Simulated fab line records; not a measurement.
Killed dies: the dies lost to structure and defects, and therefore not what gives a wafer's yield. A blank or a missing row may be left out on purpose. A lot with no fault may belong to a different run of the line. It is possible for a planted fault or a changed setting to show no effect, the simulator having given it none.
The tool behind it: which one? + flow n5Finfet + 72 wafers from 24 lots sampled at 6 of the route's 1938 steps

WHAT EACH GAUGE READ, for each wafer
The record lacks any reading of a measuring or inspecting step that a usual standard deviation could be used to judge.

TOOL THAT RAN EACH LOT (tool first, then ch and the chambers of the sampled wafers, then the start)
| lot  | N5_BEOL_M0_HM_OPEN_105           | N5_BEOL_M0_STRIP_140              | N5_BEOL_M0_STRIP_104              | N5_BEOL_M0_STRIP_142              | N5_BEOL_M0_ANNEAL_117       | N5_BEOL_M0_PRE_CLEAN_131        |
|------|----------------------------------|-----------------------------------|-----------------------------------|-----------------------------------|-----------------------------|---------------------------------|
| L074 | rieMetal-02 ch 0,1, day 5 23:52  | rieDiel-04 ch 0,1,2, day 6 00:05  | rieDiel-04 ch 0,1,2, day 6 00:07  | rieDiel-04 ch 0,2, day 6 00:18    | pvdSputter-03, day 6 01:42  | cvdCo-01 ch 0,2, day 6 02:49    |
| L075 | rieMetal-03 ch 0,1, day 6 03:38  | rieDiel-04 ch 1,2, day 6 03:49    | rieDiel-04 ch 1,2, day 6 03:50    | rieDiel-04 ch 1,2,3, day 6 04:10  | pvdSputter-02, day 6 07:19  | cvdCo-01 ch 2, day 6 08:25      |
| L076 | rieMetal-01 ch 0, day 6 16:43    | rieDiel-06 ch 0,1,2, day 6 16:58  | rieDiel-06 ch 0,1,2, day 6 16:59  | rieDiel-02 ch 2,3, day 6 17:13    | pvdSputter-01, day 6 19:31  | cvdCo-01 ch 0,2, day 6 20:45    |
| L078 | rieMetal-02 ch 0,1, day 6 21:46  | rieDiel-02 ch 0,2,3, day 6 22:03  | rieDiel-02 ch 0,2,3, day 6 22:04  | rieDiel-04 ch 0,2,3, day 6 22:23  | pvdSputter-03, day 6 23:50  | cvdCo-02 ch 0,1, day 7 00:57    |
| L077 | rieMetal-02 ch 0, day 7 03:02    | rieDiel-06 ch 0,1,2, day 7 03:20  | rieDiel-06 ch 0,1,2, day 7 03:22  | rieDiel-02 ch 0,2, day 7 04:05    | pvdSputter-02, day 7 06:11  | cvdCo-01 ch 1,2, day 7 07:17    |
| L079 | rieMetal-02 ch 0, day 7 03:36    | rieDiel-06 ch 0,1, day 7 04:01    | rieDiel-06 ch 0,1, day 7 04:02    | rieDiel-06 ch 0,2, day 7 04:23    | pvdSputter-02, day 7 06:37  | cvdCo-01 ch 0,1,2, day 7 07:48  |
| L080 | rieMetal-01 ch 0,1, day 7 06:12  | rieDiel-06 ch 0,1,2, day 7 06:37  | rieDiel-06 ch 0,1,2, day 7 06:38  | rieDiel-06 ch 0,1,2, day 7 07:23  | pvdSputter-02, day 7 11:03  | cvdCo-01 ch 0,1, day 7 12:10    |
| L081 | rieMetal-02 ch 0,1, day 7 11:08  | rieDiel-04 ch 0,1,2, day 7 11:20  | rieDiel-04 ch 0,1,2, day 7 11:21  | rieDiel-02 ch 0,2,3, day 7 11:41  | pvdSputter-01, day 7 15:40  | cvdCo-01 ch 0,2, day 7 16:47    |
| L082 | rieMetal-01 ch 0,1, day 7 15:53  | rieDiel-04 ch 0,2,3, day 7 16:07  | rieDiel-04 ch 0,2,3, day 7 16:08  | rieDiel-04 ch 0,1,2, day 7 17:13  | pvdSputter-03, day 7 21:37  | cvdCo-01 ch 0,2, day 7 22:44    |
| L083 | rieMetal-02 ch 1, day 8 03:12    | rieDiel-04 ch 0,2,3, day 8 03:32  | rieDiel-04 ch 0,2,3, day 8 03:33  | rieDiel-02 ch 0,2, day 8 05:08    | pvdSputter-03, day 8 07:13  | cvdCo-02 ch 0,2, day 8 08:19    |
| L084 | rieMetal-03 ch 0, day 8 09:24    | rieDiel-06 ch 0,2, day 8 09:54    | rieDiel-06 ch 0,2, day 8 09:55    | rieDiel-04 ch 2,3, day 8 10:32    | pvdSputter-03, day 8 13:01  | cvdCo-02 ch 0,2, day 8 14:08    |
| L085 | rieMetal-02 ch 0,1, day 8 18:58  | rieDiel-06 ch 0,2, day 8 19:08    | rieDiel-06 ch 0,2, day 8 19:10    | rieDiel-04 ch 0,3, day 8 19:21    | pvdSputter-02, day 8 21:15  | cvdCo-02 ch 0,1,2, day 8 22:21  |
| L086 | rieMetal-02 ch 0, day 9 01:18    | rieDiel-02 ch 0,1,2, day 9 01:28  | rieDiel-02 ch 0,1,2, day 9 01:29  | rieDiel-06 ch 0,1,3, day 9 01:41  | pvdSputter-01, day 9 04:19  | cvdCo-01 ch 0,1,2, day 9 05:28  |
| L087 | rieMetal-01 ch 0,1, day 9 03:51  | rieDiel-02 ch 0,1, day 9 04:13    | rieDiel-02 ch 0,1, day 9 04:14    | rieDiel-04 ch 0,2, day 9 04:38    | pvdSputter-02, day 9 07:21  | cvdCo-02 ch 0,1,2, day 9 08:32  |
| L088 | rieMetal-03 ch 1, day 9 10:47    | rieDiel-02 ch 0,1,2, day 9 11:17  | rieDiel-02 ch 0,1,2, day 9 11:18  | rieDiel-06 ch 2,3, day 9 11:35    | pvdSputter-01, day 9 14:41  | cvdCo-01 ch 0,2, day 9 15:48    |
| L089 | rieMetal-03 ch 1, day 9 11:27    | rieDiel-02 ch 2,3, day 9 11:47    | rieDiel-02 ch 2,3, day 9 11:48    | rieDiel-02 ch 1,2,3, day 9 12:09  | pvdSputter-03, day 9 15:04  | cvdCo-01 ch 0,1,2, day 9 16:10  |
| L091 | rieMetal-01 ch 0,1, day 9 23:37  | rieDiel-02 ch 0,1,3, day 9 23:47  | rieDiel-02 ch 0,1,3, day 9 23:48  | rieDiel-02 ch 0,1, day 9 23:59    | pvdSputter-02, day 10 01:37 | cvdCo-02 ch 1,2, day 10 03:17   |
| L090 | rieMetal-02 ch 0,1, day 9 23:40  | rieDiel-04 ch 0,3, day 9 23:47    | rieDiel-04 ch 0,3, day 9 23:48    | rieDiel-06 ch 1,3, day 9 23:59    | pvdSputter-03, day 10 03:17 | cvdCo-02 ch 0,1,2, day 10 04:23 |
| L093 | rieMetal-01 ch 0,1, day 10 11:43 | rieDiel-04 ch 2,3, day 10 11:53   | rieDiel-04 ch 2,3, day 10 11:55   | rieDiel-06 ch 0,3, day 10 12:11   | pvdSputter-02, day 10 14:05 | cvdCo-02 ch 0,2, day 10 15:28   |
| L092 | rieMetal-02 ch 0,1, day 10 12:47 | rieDiel-04 ch 0,1,3, day 10 13:09 | rieDiel-04 ch 0,1,3, day 10 13:10 | rieDiel-06 ch 0,1,2, day 10 13:29 | pvdSputter-03, day 10 18:19 | cvdCo-01 ch 0,1,2, day 10 19:26 |
| L094 | rieMetal-01 ch 0,1, day 11 03:44 | rieDiel-04 ch 2,3, day 11 04:01   | rieDiel-04 ch 2,3, day 11 04:02   | rieDiel-04 ch 0,2, day 11 04:24   | pvdSputter-02, day 11 06:07 | cvdCo-01 ch 0,1, day 11 07:27   |
| L095 | rieMetal-03 ch 0, day 11 03:53   | rieDiel-02 ch 1,2, day 11 04:12   | rieDiel-02 ch 1,2, day 11 04:13   | rieDiel-04 ch 0,1,2, day 11 04:31 | pvdSputter-03, day 11 06:09 | cvdCo-02 ch 0,1,2, day 11 07:35 |
| L097 | rieMetal-01 ch 1, day 11 13:55   | rieDiel-04 ch 0,2, day 11 14:18   | rieDiel-04 ch 0,2, day 11 14:19   | rieDiel-04 ch 0,2, day 11 14:40   | pvdSputter-03, day 11 17:38 | cvdCo-02 ch 0,1,2, day 11 18:44 |
| L096 | rieMetal-02 ch 0, day 11 14:19   | rieDiel-04 ch 1,2, day 11 14:32   | rieDiel-04 ch 1,2, day 11 14:34   | rieDiel-04 ch 0,1,2, day 11 14:57 | pvdSputter-03, day 11 18:04 | cvdCo-01 ch 0,1,2, day 11 19:11 |
- N5_BEOL_M0_HM_OPEN_105: chemistry Cl2/BCl3, target TiN, target depth 12 nm.
- N5_BEOL_M0_STRIP_140: strips in CF4.
- N5_BEOL_M0_STRIP_104: strips in N2/H2.
- N5_BEOL_M0_STRIP_142: strips in N2/H2, time 10 s.
- N5_BEOL_M0_ANNEAL_117: time 60 s.
- N5_BEOL_M0_PRE_CLEAN_131: time 15 s.

WHAT THE TOOLS THEMSELVES READ (means of the sampled wafers that have a number; where no wafer has one, the mark that the record gives instead)
N5_BEOL_M0_HM_OPEN_105.
| lot  | tool        | drypumpMotorCurrentA (A) | oesProductAu (a.u.) | throttleValvePct (%) |
|------|-------------|--------------------------|---------------------|----------------------|
| L074 | rieMetal-02 | 5.8                      | 0.63                | 22.20                |
| L075 | rieMetal-03 | 5.5                      | 0.70                | 22.13                |
| L076 | rieMetal-01 | 6.2                      | 0.60                | 21.84                |
| L078 | rieMetal-02 | 5.8                      | 0.60                | 22.24                |
| L077 | rieMetal-02 | 5.8                      | 0.58                | 22.29                |
| L079 | rieMetal-02 | 5.8                      | 0.59                | 22.30                |
| L080 | rieMetal-01 | 5.4                      | 0.63                | 21.96                |
| L081 | rieMetal-02 | 5.8                      | 0.60                | 22.26                |
| L082 | rieMetal-01 | 5.4                      | 0.63                | 21.97                |
| L083 | rieMetal-02 | 5.7                      | 0.64                | 22.17                |
| L084 | rieMetal-03 | 5.9                      | 0.78                | 22.10                |
| L085 | rieMetal-02 | 5.8                      | 0.75                | 22.09                |
| L086 | rieMetal-02 | 5.8                      | 0.95                | 21.96                |
| L087 | rieMetal-01 | 5.8                      | 0.89                | 21.65                |
| L088 | rieMetal-03 | 5.3                      | 0.61                | 22.21                |
| L089 | rieMetal-03 | 5.3                      | 0.62                | 22.21                |
| L091 | rieMetal-01 | 5.4                      | 0.75                | 21.84                |
| L090 | rieMetal-02 | 5.8                      | 0.83                | 22.03                |
| L093 | rieMetal-01 | 5.4                      | 0.74                | 21.85                |
| L092 | rieMetal-02 | 5.8                      | 0.82                | 22.03                |
| L094 | rieMetal-01 | 5.4                      | 0.73                | 21.86                |
| L095 | rieMetal-03 | 5.9                      | 0.77                | 22.09                |
| L097 | rieMetal-01 | 5.0                      | 0.63                | 22.06                |
| L096 | rieMetal-02 | 5.8                      | 0.90                | 21.98                |

N5_BEOL_M0_STRIP_140.
| lot  | tool       | drypumpMotorCurrentA (A) | oesProductAu (a.u.) | rfVppV (V) | showerheadPlenumPTorr (Torr) | throttleValvePct (%) |
|------|------------|--------------------------|---------------------|------------|------------------------------|----------------------|
| L074 | rieDiel-04 | 5.9                      | 0.83                | 273.9      | 1.86                         | 13.55                |
| L075 | rieDiel-04 | 5.9                      | 0.76                | 271.5      | 1.84                         | 13.60                |
| L076 | rieDiel-06 | 5.7                      | 0.78                | 270.5      | 1.78                         | 13.44                |
| L078 | rieDiel-02 | 6.2                      | 0.70                | 270.3      | 1.76                         | 13.76                |
| L077 | rieDiel-06 | 5.7                      | 0.77                | 269.9      | 1.78                         | 13.46                |
| L079 | rieDiel-06 | 6.1                      | 0.78                | 270.9      | 1.80                         | 13.43                |
| L080 | rieDiel-06 | 5.7                      | 0.77                | 270.3      | 1.78                         | 13.46                |
| L081 | rieDiel-04 | 5.9                      | 0.81                | 272.9      | 1.86                         | 13.57                |
| L082 | rieDiel-04 | 5.9                      | 0.80                | 272.1      | 1.83                         | 13.52                |
| L083 | rieDiel-04 | 5.9                      | 0.79                | 272.4      | 1.83                         | 13.54                |
| L084 | rieDiel-06 | 5.4                      | 0.73                | 271.3      | 1.79                         | 13.59                |
| L085 | rieDiel-06 | 5.4                      | 0.72                | 270.8      | 1.79                         | 13.60                |
| L086 | rieDiel-02 | 6.0                      | 0.75                | 271.2      | 1.77                         | 13.60                |
| L087 | rieDiel-02 | 6.1                      | 0.80                | 270.2      | 1.78                         | 13.47                |
| L088 | rieDiel-02 | 6.0                      | 0.74                | 270.3      | 1.77                         | 13.61                |
| L089 | rieDiel-02 | 6.2                      | 0.68                | 269.9      | 1.77                         | 13.89                |
| L091 | rieDiel-02 | 6.3                      | 0.73                | 270.7      | 1.76                         | 13.69                |
| L090 | rieDiel-04 | 5.9                      | 0.88                | 273.4      | 1.89                         | 13.39                |
| L093 | rieDiel-04 | 5.9                      | 0.85                | 274.7      | 1.90                         | 13.40                |
| L092 | rieDiel-04 | 5.8                      | 0.89                | 271.3      | 1.86                         | 13.25                |
| L094 | rieDiel-04 | 5.9                      | 0.88                | 273.3      | 1.91                         | 13.24                |
| L095 | rieDiel-02 | 6.0                      | 0.92                | 271.9      | 1.79                         | 13.35                |
| L097 | rieDiel-04 | 5.9                      | 0.80                | 272.9      | 1.88                         | 13.59                |
| L096 | rieDiel-04 | 5.8                      | 0.85                | 272.6      | 1.83                         | 13.34                |

N5_BEOL_M0_STRIP_104.
| lot  | tool       | drypumpMotorCurrentA (A) | oesProductAu (a.u.) | rfVppV (V) | showerheadPlenumPTorr (Torr) | tempC (C) | throttleValvePct (%) |
|------|------------|--------------------------|---------------------|------------|------------------------------|-----------|----------------------|
| L074 | rieDiel-04 | 5.9                      | 0.85                | 60.1       | 2.67                         | 40.08     | 23.8                 |
| L075 | rieDiel-04 | 5.8                      | 0.77                | 58.2       | 2.63                         | 39.85     | 23.6                 |
| L076 | rieDiel-06 | 5.7                      | 0.77                | 58.2       | 2.52                         | 39.97     | 23.7                 |
| L078 | rieDiel-02 | 6.2                      | 0.71                | 59.9       | 2.46                         | 40.05     | 23.5                 |
| L077 | rieDiel-06 | 5.7                      | 0.77                | 60.9       | 2.52                         | 40.11     | 23.7                 |
| L079 | rieDiel-06 | 6.2                      | 0.78                | 59.9       | 2.54                         | 39.82     | 23.6                 |
| L080 | rieDiel-06 | 5.7                      | 0.77                | 59.5       | 2.52                         | 40.07     | 23.7                 |
| L081 | rieDiel-04 | 5.9                      | 0.82                | 59.9       | 2.66                         | 40.01     | 23.8                 |
| L082 | rieDiel-04 | 5.9                      | 0.80                | 60.4       | 2.60                         | 40.03     | 23.7                 |
| L083 | rieDiel-04 | 5.9                      | 0.81                | 58.1       | 2.59                         | 39.88     | 23.7                 |
| L084 | rieDiel-06 | 5.4                      | 0.73                | 58.7       | 2.53                         | 40.05     | 24.0                 |
| L085 | rieDiel-06 | 5.4                      | 0.73                | 58.5       | 2.53                         | 40.11     | 24.0                 |
| L086 | rieDiel-02 | 6.0                      | 0.74                | 59.4       | 2.48                         | 39.99     | 23.3                 |
| L087 | rieDiel-02 | 6.1                      | 0.80                | 59.4       | 2.51                         | 40.05     | 23.4                 |
| L088 | rieDiel-02 | 6.0                      | 0.75                | 58.8       | 2.48                         | 40.07     | 23.3                 |
| L089 | rieDiel-02 | 6.2                      | 0.69                | 58.6       | 2.48                         | 40.06     | 23.5                 |
| L091 | rieDiel-02 | 6.3                      | 0.74                | 58.3       | 2.48                         | 40.06     | 23.6                 |
| L090 | rieDiel-04 | 5.9                      | 0.91                | 60.1       | 2.71                         | 40.11     | 23.7                 |
| L093 | rieDiel-04 | 5.9                      | 0.86                | 59.9       | 2.68                         | 39.99     | 23.4                 |
| L092 | rieDiel-04 | 5.9                      | 0.93                | 60.4       | 2.67                         | 40.02     | 23.4                 |
| L094 | rieDiel-04 | 5.8                      | 0.90                | 60.8       | 2.69                         | 40.10     | 23.1                 |
| L095 | rieDiel-02 | 6.0                      | 0.94                | 59.3       | 2.50                         | 39.95     | 23.2                 |
| L097 | rieDiel-04 | 6.0                      | 0.81                | 60.4       | 2.67                         | 40.00     | 23.9                 |
| L096 | rieDiel-04 | 5.9                      | 0.87                | 59.1       | 2.61                         | 39.94     | 23.4                 |

N5_BEOL_M0_STRIP_142.
| lot  | tool       | drypumpMotorCurrentA (A) | oesProductAu (a.u.) | rfVppV (V) | showerheadPlenumPTorr (Torr) | tempC (C) | throttleValvePct (%) |
|------|------------|--------------------------|---------------------|------------|------------------------------|-----------|----------------------|
| L074 | rieDiel-04 | 5.9                      | 0.91                | 59.2       | 2.71                         | 39.98     | 24.0                 |
| L075 | rieDiel-04 | 5.8                      | 0.76                | 59.2       | 2.57                         | 40.01     | 23.5                 |
| L076 | rieDiel-02 | 6.2                      | 0.71                | 59.3       | 2.48                         | 40.03     | 23.5                 |
| L078 | rieDiel-04 | 5.9                      | 0.82                | 59.1       | 2.60                         | 39.94     | 23.7                 |
| L077 | rieDiel-02 | 5.8                      | 0.71                | 59.1       | 2.46                         | 40.02     | 23.2                 |
| L079 | rieDiel-06 | 5.4                      | 0.74                | 58.0       | 2.54                         | 39.98     | 24.0                 |
| L080 | rieDiel-06 | 5.7                      | 0.77                | 59.1       | 2.52                         | 39.99     | 23.7                 |
| L081 | rieDiel-02 | 6.1                      | 0.71                | 58.7       | 2.46                         | 40.06     | 23.5                 |
| L082 | rieDiel-04 | 5.9                      | 0.81                | 59.8       | 2.66                         | 39.99     | 23.8                 |
| L083 | rieDiel-02 | 5.8                      | 0.72                | 58.2       | 2.43                         | 39.99     | 23.3                 |
| L084 | rieDiel-04 | 5.9                      | 0.78                | 60.4       | 2.58                         | 39.97     | 23.5                 |
| L085 | rieDiel-04 | 5.8                      | 0.74                | 58.8       | 2.50                         | 40.01     | 23.5                 |
| L086 | rieDiel-06 | 6.2                      | 0.77                | 59.2       | 2.56                         | 40.04     | 23.7                 |
| L087 | rieDiel-04 | 5.9                      | 0.85                | 59.8       | 2.69                         | 40.10     | 24.0                 |
| L088 | rieDiel-06 | 5.9                      | 0.75                | 59.5       | 2.61                         | 40.03     | 24.0                 |
| L089 | rieDiel-02 | 6.4                      | 0.73                | 59.2       | 2.51                         | 40.10     | 23.6                 |
| L091 | rieDiel-02 | 6.1                      | 0.79                | 59.5       | 2.51                         | 39.96     | 23.4                 |
| L090 | rieDiel-06 | 6.0                      | 0.78                | 58.6       | 2.52                         | 39.95     | 23.6                 |
| L093 | rieDiel-06 | 6.4                      | 0.74                | 59.7       | 2.58                         | 40.06     | 23.8                 |
| L092 | rieDiel-06 | 5.7                      | 0.74                | 58.5       | 2.50                         | 39.92     | 23.8                 |
| L094 | rieDiel-04 | 5.9                      | 0.83                | 60.1       | 2.69                         | 40.11     | 24.0                 |
| L095 | rieDiel-04 | 5.9                      | 0.86                | 58.6       | 2.65                         | 40.09     | 23.7                 |
| L097 | rieDiel-04 | 6.0                      | 0.81                | 60.0       | 2.67                         | 39.98     | 23.9                 |
| L096 | rieDiel-04 | 5.9                      | 0.86                | 59.4       | 2.65                         | 39.93     | 23.7                 |

N5_BEOL_M0_ANNEAL_117.
| lot  | tool          | heaterPowerW (W) |
|------|---------------|------------------|
| L074 | pvdSputter-03 | 771              |
| L075 | pvdSputter-02 | 834              |
| L076 | pvdSputter-01 | 820              |
| L078 | pvdSputter-03 | 719              |
| L077 | pvdSputter-02 | 851              |
| L079 | pvdSputter-02 | 994              |
| L080 | pvdSputter-02 | 873              |
| L081 | pvdSputter-01 | 893              |
| L082 | pvdSputter-03 | 793              |
| L083 | pvdSputter-03 | 779              |
| L084 | pvdSputter-03 | 789              |
| L085 | pvdSputter-02 | 924              |
| L086 | pvdSputter-01 | 832              |
| L087 | pvdSputter-02 | 877              |
| L088 | pvdSputter-01 | 823              |
| L089 | pvdSputter-03 | 781              |
| L091 | pvdSputter-02 | 862              |
| L090 | pvdSputter-03 | 791              |
| L093 | pvdSputter-02 | 918              |
| L092 | pvdSputter-03 | 839              |
| L094 | pvdSputter-02 | 842              |
| L095 | pvdSputter-03 | 790              |
| L097 | pvdSputter-03 | 804              |
| L096 | pvdSputter-03 | 699              |

N5_BEOL_M0_PRE_CLEAN_131.
| lot  | tool     | heaterPowerW (W) |
|------|----------|------------------|
| L074 | cvdCo-01 | 66               |
| L075 | cvdCo-01 | 66               |
| L076 | cvdCo-01 | 66               |
| L078 | cvdCo-02 | 101              |
| L077 | cvdCo-01 | 71               |
| L079 | cvdCo-01 | 69               |
| L080 | cvdCo-01 | 71               |
| L081 | cvdCo-01 | 66               |
| L082 | cvdCo-01 | 66               |
| L083 | cvdCo-02 | 93               |
| L084 | cvdCo-02 | 89               |
| L085 | cvdCo-02 | 103              |
| L086 | cvdCo-01 | 69               |
| L087 | cvdCo-02 | 105              |
| L088 | cvdCo-01 | 65               |
| L089 | cvdCo-01 | 68               |
| L091 | cvdCo-02 | 108              |
| L090 | cvdCo-02 | 104              |
| L093 | cvdCo-02 | 96               |
| L092 | cvdCo-01 | 69               |
| L094 | cvdCo-01 | 72               |
| L095 | cvdCo-02 | 104              |
| L097 | cvdCo-02 | 105              |
| L096 | cvdCo-01 | 68               |

THE ANSWER, worked out from the rows above alone
Rule: what is usual is taken from the lots themselves. The widest of any qualifying gaps counts: lots, ordered by their means at a reading, are off when they make up no more than a third of the lots, leave a main group of 4 or more, and stand apart from it by 3 or more times the standard deviation of that group's means. The tables above print the reading to a certain number of digits; a main group whose means all agree to those digits is not used. A lot without any number at a reading at which 4 lots or more have one is off too. Any other lot the step has rows for is counted as sound. Order of review: gauges by route order, followed by the tools' own readings, for which a lot's mean as printed above is used. The first step at which some lot is off is used, and at that step the reading that is off furthest; a lot without a number counts as furthest.
Across all readings shown, no lot is off: no conclusion can be drawn from this.

WHAT THE SIMULATOR PUT IN
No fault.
